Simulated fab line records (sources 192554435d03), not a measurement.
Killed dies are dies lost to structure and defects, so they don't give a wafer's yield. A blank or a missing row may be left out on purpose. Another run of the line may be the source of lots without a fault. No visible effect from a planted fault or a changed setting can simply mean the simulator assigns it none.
Matching of chambers | flow n5Finfet | 4 sister chambers for N5_FIN_SAQP_STRIP_55 on rieDiel-05
The step strips in N2/H2. 22 wafers are shown with their chamber, then 11 later ones without.

== EACH WAFER AND ITS CHAMBER ==
wafer  | chamber | showerheadPlenumPTorr (Torr) | drypumpMotorCurrentA (A) | throttleValvePct (%)
L075.1 | 1       | 3.44                         | 6.1                      | 18.8
L075.2 | 0       | 3.35                         | 5.4                      | 19.3
L075.4 | 3       | 3.36                         | 6.1                      | 19.7
L076.2 | 1       | 3.44                         | 6.1                      | 18.8
L076.3 | 0       | 3.35                         | 5.3                      | 19.3
L076.4 | 2       | 3.57                         | 5.7                      | 19.2
L078.1 | 3       | 3.36                         | 6.1                      | 19.6
L078.4 | 0       | 3.35                         | 5.4                      | 19.3
L078.5 | 3       | 3.36                         | 6.1                      | 19.6
L080.1 | 2       | 3.56                         | 5.7                      | 19.2
L080.3 | 3       | 3.36                         | 6.1                      | 19.6
L080.4 | 2       | 3.56                         | 5.7                      | 19.3
L083.4 | 3       | 3.35                         | 6.2                      | 19.7
L083.5 | 2       | 3.56                         | 5.7                      | 19.2
L083.6 | 1       | 3.44                         | 6.1                      | 18.4
L086.2 | 1       | 3.43                         | 6.2                      | 18.4
L086.5 | 2       | 3.55                         | 5.7                      | 19.2
L086.6 | 3       | 3.35                         | 6.1                      | 19.7
L087.2 | 0       | 3.33                         | 5.4                      | 19.3
L087.3 | 2       | 3.55                         | 5.7                      | 19.3
L087.6 | 2       | 3.55                         | 5.7                      | 19.3
L092.1 | 2       | 3.55                         | 5.7                      | 19.3

SIGNATURES (means of the wafers above)
reading               | chamber 0 | chamber 1 | chamber 2 | chamber 3 | scatter within a chamber
showerheadPlenumPTorr | 3.3450    | 3.4375    | 3.5562    | 3.3567    | 0.00705
drypumpMotorCurrentA  | 5.375     | 6.125     | 5.700     | 6.117     | 0.036
throttleValvePct      | 19.300    | 18.600    | 19.250    | 19.650    | 0.104
Rule: a wafer's distance from a chamber is the root of the sum, over the readings, of the square of ((its reading less the chamber's mean) divided by the reading's scatter). If the next closest chamber is less than 2 further off than the closest, the wafer can't be placed; otherwise it belongs to the closest. The scatter: take each reading less its chamber's mean, square it, sum over the shown wafers, divide by the number of wafers less the number of chambers, and take the root.

== WAFERS WHOSE CHAMBER IS MISSING ==
wafer  | showerheadPlenumPTorr (Torr) | drypumpMotorCurrentA (A) | throttleValvePct (%)
L092.3 | 3.34                         | 6.1                      | 19.7
L092.4 | 3.43                         | 6.1                      | 18.4
L094.2 | 3.42                         | 6.1                      | 18.4
L094.3 | 3.33                         | 5.4                      | 19.0
L094.5 | 3.54                         | 5.7                      | 19.3
L095.1 | 3.54                         | 5.7                      | 19.3
L095.2 | 3.34                         | 6.1                      | 19.7
L095.4 | 3.42                         | 6.2                      | 18.4
L096.4 | 3.42                         | 6.1                      | 18.4
L096.5 | 3.33                         | 5.4                      | 19.1
L096.6 | 3.34                         | 6.1                      | 19.8

== WHICH CHAMBER EACH ONE RAN IN ==
wafer  | from the rows above | in truth
L092.3 | 3                   | 3
L092.4 | 1                   | 1
L094.2 | 1                   | 1
L094.3 | 0                   | 0
L094.5 | 2                   | 2
L095.1 | 2                   | 2
L095.2 | 3                   | 3
L095.4 | 1                   | 1
L096.4 | 1                   | 1
L096.5 | 0                   | 0
L096.6 | 3                   | 3
11 of 11 placed correctly. From these rows, 0 cannot be placed. Number placed wrongly: 0.
